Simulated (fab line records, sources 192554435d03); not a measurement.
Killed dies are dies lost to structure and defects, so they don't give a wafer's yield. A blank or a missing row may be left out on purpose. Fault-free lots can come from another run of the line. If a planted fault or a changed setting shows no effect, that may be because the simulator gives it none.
A lot that was struck, set against a sound lot ; flow n5 finfet ; 38 out of 1938 route steps
Sound: the wafers L715.2, L715.4, L715.6. Struck: wafer L708.1; the same lot's L708.4 was not struck, so it is left out; see the end for the cause.
Order at every step that has rows: each side's tool, ch and its chambers, its first start. Under that, the readings that differ: sound wafers ; struck wafers ; difference of the means ; sigmas: that difference in standard deviations of wafers without a fault.
alike: readings whose means differ by less than 2 such deviations, and words and numbers that are the same on both sides. not compared: withheld readings, readings that some wafer has no value for, bounds like >300 that may hide the same value, and numbers for which the record gives no deviation and whose values overlap.
Wherever a step has rows on one side only, a row that says differs or no value, or a row with sigmas, the two part there. When numbers do not overlap yet have no deviation, they are printed without sigmas and do not part them. A reading missing from all wafers of one side parts the sides only when that side holds two or more wafers.

first, 9 steps without rows for these wafers: N5_BEOL_M4_ANNEAL_95 (time 240 s); N5_BEOL_M4_SPUTTER_96 (material Cu, target thk 4.5 nm, time 8.29 s); N5_BEOL_M4_ECD_50 (material Cu, target thk 300 nm); N5_BEOL_M4_ANNEAL_51 (time 90 s); N5_BEOL_M4_CMP_52 (polishes, stops on SiOC, t overpolish 6.8 s, target thk 40 nm); N5_BEOL_M4_PRE_CLEAN_60 (time 15 s); N5_BEOL_M4_CO_CAP_55 (material Co, precursor CCTBA/H2, target thk 2 nm, time 102.1 s); N5_BEOL_M4_PRE_CLEAN_56 (time 15 s); N5_BEOL_M4_DEP_57 (deposits SiCN from 3MS/NH3, target thk 8 nm, time 14 s).
N5_BEOL_M4_RC_MEAS_101:
  sound on prober-01 ch 0, day 14 02:54; struck on prober-01 ch 0, day 11 15:34
  alike: DIBL_N, DIBL_P, IOFF_N, IOFF_P, ION_N, ION_P, SS_N, SS_P, VT_N, VT_P
then, 24 steps without rows for these wafers: N5_BEOL_M5_ILD_DEP_00 (deposits SiCOH lowk from DEMS/porogen, target thk 140.64 nm, time 25.9 s); N5_BEOL_M5_CURE_79 (cures SiCOH lowk, time 240 s); N5_BEOL_M5_PECVD_70 (deposits SiO2 from TEOS/O2, target thk 16 nm, time 18 s); N5_BEOL_M5_HM_DEP_02 (deposits TiN, target thk 20 nm); N5_BEOL_M5_COAT_59 (time 60 s, resist thk 60 nm); N5_BEOL_M5_COAT_60 (time 60 s, resist thk 12 nm); N5_BEOL_M5_COAT_71 (time 60 s, resist thk 5 nm); N5_BEOL_M5_COAT_05 (resist thk 30 nm); N5_BEOL_M5_EBR_07; N5_BEOL_M5_SOFTBAKE_06 (time 60 s); N5_BEOL_M5_EXPOSE_08 (exposes mask M5, target cd 28 nm); N5_BEOL_M5_PEB_09 (peb time 60 s); N5_BEOL_M5_DEVELOP_10 (develop time 30 s); N5_BEOL_M5_DESCUM_16 (chemistry O2, time 7 s); N5_BEOL_M5_ETCH_72 (etches underlayer in N2/H2, target depth 6.5 nm, time 5.2 s); N5_BEOL_M5_ETCH_61 (etches SiARC in CF4, target depth 15.6 nm, time 26 s); N5_BEOL_M5_ETCH_62 (etches SOC in N2/H2, target depth 75 nm, overetch 15 nm, time 112.5 s); N5_BEOL_M5_STRIP_63 (strips in N2/H2); N5_BEOL_M5_STRIP_73 (strips in N2/H2); N5_BEOL_M5_STRIP_64 (strips in CF4); N5_BEOL_M5_HM_OPEN_17 (chemistry Cl2/BCl3, target TiN, target depth 20 nm, overetch 6 nm); N5_BEOL_M5_STRIP_19 (strips in O2); N5_BEOL_M5_COAT_65 (time 60 s, resist thk 60 nm); N5_BEOL_M5_COAT_66 (time 60 s, resist thk 12 nm).
N5_BEOL_M6_CMP_52: polishes, stops on SiCOH lowk, t overpolish 6.9 s, target thk 80 nm.
  sound on cmp-04 ch 0,1, day 15 02:53; struck on cmp-02 ch 1, day 12 13:10
reading;sound;struck;difference;sigmas
barrier field endpoint s (s);28.4 28.7 28.9;46.7;+18.0;+30
overpolish run s (s);6.888 6.892 6.897;0.041;-6.851;-99 or more
retaining ring pressure frac;0.998 0.998 1.001;1.012;+0.013;+3
time to endpoint s (s);59.3 61.6 62.8;82.1;+20.9;+10
  alike: clearing platen rpm, head pressure psi, motor current A
N5_BEOL_M6_THK_MEAS_53: measures by xrf.
  sound: film metro-02 at day 15 03:10; struck: film metro-01 at day 12 13:28
reading;sound;struck;difference;sigmas
M6_THK (nm);77.3 81.7 79.4;186.1;+106.6;+76
N5_BEOL_M6_INSPECT_58: inspects for defects (darkfield).
  sound: defect inspect-01 at day 15 03:20; struck: defect inspect-02 at day 12 13:37
reading;sound;struck;difference;sigmas
raw defect count;85 79 69;1337;+1259;+55
-- a jump in the record: the struck wafers' starts before and after are 3 days apart (it breaks off in module BEOL_M6 and resumes in module PASSIVATION, where the first step shown is number 1936 of the route) --
N5_PASSIVATION_PROBE_49:
  sound: prober-02 at day 18 14:23; struck: prober-02 at day 15 23:04
reading;sound;struck;difference;sigmas
defect limited yield (%);89.3 91.7 94.2;0;-92;-61
killed_at_M0_to_M3;35 28 28;55;+25;+2
killed_at_M4_up;5 16 7;1076;+1067;+99 or more
killed dies;126 98 69;1180;+1082;+60
killed on rim;19 13 7;152;+139;+35
sort_bin_6_memory (%);3.7 3.6 2.5;4.7;+1.4;+2
sort n pass;1054 1082 1111;0;-1082;-60
sort yield pct (%);89.3 91.7 94.2;0;-92;-61
  alike: killed at contacts, killed at front end, killed at other, killed open, killed short, sort_bin_5_function

## WHERE THEY PART
First at N5_BEOL_M6_CMP_52; last, within this record, at N5_PASSIVATION_PROBE_49.

WHY: whatever the simulator had introduced
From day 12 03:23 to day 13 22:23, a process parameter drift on cmp-02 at N5_BEOL_M6_CMP_52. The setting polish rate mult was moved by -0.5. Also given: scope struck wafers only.
